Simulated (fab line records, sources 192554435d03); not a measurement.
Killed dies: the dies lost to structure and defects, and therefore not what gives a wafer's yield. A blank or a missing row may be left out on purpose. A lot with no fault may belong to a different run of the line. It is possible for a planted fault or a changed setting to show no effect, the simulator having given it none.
Split-lot study | flow n5Finfet | route with 1938 steps; 7 lots, 39 wafers read

## THE SPLIT ITSELF
At N5_DUMMY_GATE_HM_DEP_06 (deposits SiNx from DCS/NH3, target thk 80 nm, time 5141 s), the setting targetThkA was moved away from the recipe's 800 angstrom on 18 of the 39 wafers read, by -27.4% to +54.8%. All remaining wafers had this setting at the recipe value.

The reading is taken at the split's own step.

## THE READING
SiNx_of_DUMMY_GATE_HM_DEP_06.thkNm (the simulator's own value, which no gauge read), in nm, at N5_DUMMY_GATE_HM_DEP_06 (deposits SiNx from DCS/NH3, target thk 80 nm, time 5141 s). The file does not state a usual value for it. The 21 wafers here that ran the recipe average 79.3 nm, standard deviation 1 nm.

wafer  | tool, chamber at the split | targetThkA as run, angstrom | against the recipe | SiNx_of_DUMMY_GATE_HM_DEP_06.thkNm, nm | against lot-mates on the recipe
L077.1 | -, -                       | 580.6                       | -27.4%             | 57.6                                   | no lot-mate on the recipe
L077.4 | -, -                       | 580.6                       | -27.4%             | 57.6                                   | no lot-mate on the recipe
L077.2 | -, -                       | 580.6                       | -27.4%             | 57                                     | no lot-mate on the recipe
L077.3 | -, -                       | 580.6                       | -27.4%             | 57.4                                   | no lot-mate on the recipe
L077.6 | -, -                       | 580.6                       | -27.4%             | 57.4                                   | no lot-mate on the recipe
L077.5 | -, -                       | 580.6                       | -27.4%             | 58.2                                   | no lot-mate on the recipe
L079.1 | -, -                       | 618.5                       | -22.7%             | 62.4                                   | no lot-mate on the recipe
L079.4 | -, -                       | 618.5                       | -22.7%             | 62.4                                   | no lot-mate on the recipe
L079.5 | -, -                       | 618.5                       | -22.7%             | 62.4                                   | no lot-mate on the recipe
L079.2 | -, -                       | 618.5                       | -22.7%             | 62                                     | no lot-mate on the recipe
L079.3 | -, -                       | 618.5                       | -22.7%             | 62.8                                   | no lot-mate on the recipe
L079.6 | -, -                       | 618.5                       | -22.7%             | 61.8                                   | no lot-mate on the recipe
L082.1 | -, -                       | 800                         | recipe             | 80.8                                   | -
L082.6 | -, -                       | 800                         | recipe             | 80.8                                   | -
L082.2 | -, -                       | 800                         | recipe             | 81.2                                   | -
L082.3 | -, -                       | 800                         | recipe             | 80.6                                   | -
L082.4 | -, -                       | 800                         | recipe             | 80.6                                   | -
L082.5 | -, -                       | 800                         | recipe             | 80.2                                   | -
L089.1 | -, -                       | 800                         | recipe             | 78.4                                   | -
L089.3 | -, -                       | 800                         | recipe             | 78.4                                   | -
L089.6 | -, -                       | 800                         | recipe             | 78.4                                   | -
L089.2 | -, -                       | 800                         | recipe             | 78                                     | -
L089.4 | -, -                       | 800                         | recipe             | 79                                     | -
L089.5 | -, -                       | 800                         | recipe             | 78.6                                   | -
L090.1 | -, -                       | 800                         | recipe             | 78.2                                   | -
L090.4 | -, -                       | 800                         | recipe             | 78.2                                   | -
L090.2 | -, -                       | 800                         | recipe             | 78.4                                   | -
L090.6 | -, -                       | 800                         | recipe             | 78.4                                   | -
L090.3 | -, -                       | 800                         | recipe             | 79.2                                   | -
L090.5 | -, -                       | 800                         | recipe             | 79.2                                   | -
L091.1 | -, -                       | 1238                        | +54.8%             | 124.4                                  | no lot-mate on the recipe
L091.5 | -, -                       | 1238                        | +54.8%             | 124.4                                  | no lot-mate on the recipe
L091.2 | -, -                       | 1238                        | +54.8%             | 124.2                                  | no lot-mate on the recipe
L091.3 | -, -                       | 1238                        | +54.8%             | 124.2                                  | no lot-mate on the recipe
L091.6 | -, -                       | 1238                        | +54.8%             | 124.2                                  | no lot-mate on the recipe
L091.4 | -, -                       | 1238                        | +54.8%             | 124                                    | no lot-mate on the recipe
L093.3 | lpcvd-01, 1/75,1/79,1/89   | 800                         | recipe             | 79.8                                   | -
L093.4 | lpcvd-01, 1/75,1/79,1/89   | 800                         | recipe             | 79.8                                   | -
L093.6 | lpcvd-01, 1/75,1/79,1/89   | 800                         | recipe             | 79.8                                   | -
Rows listing several chambers each stand for several wafers; the file does not say which wafer went through which chamber.

THE FIT
A straight line over all 39 wafers: SiNx_of_DUMMY_GATE_HM_DEP_06.thkNm changes by +0.807 nm for each +1% of targetThkA; r = +1.00; the points scatter about the line by 0.93 nm.
Too few moved wafers have a lot-mate on the recipe to fit a line with each lot's own level taken away.

## THE FILE'S OWN FIT
SiNx_of_DUMMY_GATE_HM_DEP_06.thkNm changes by +0.807 nm for each +1% of targetThkA, r = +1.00.
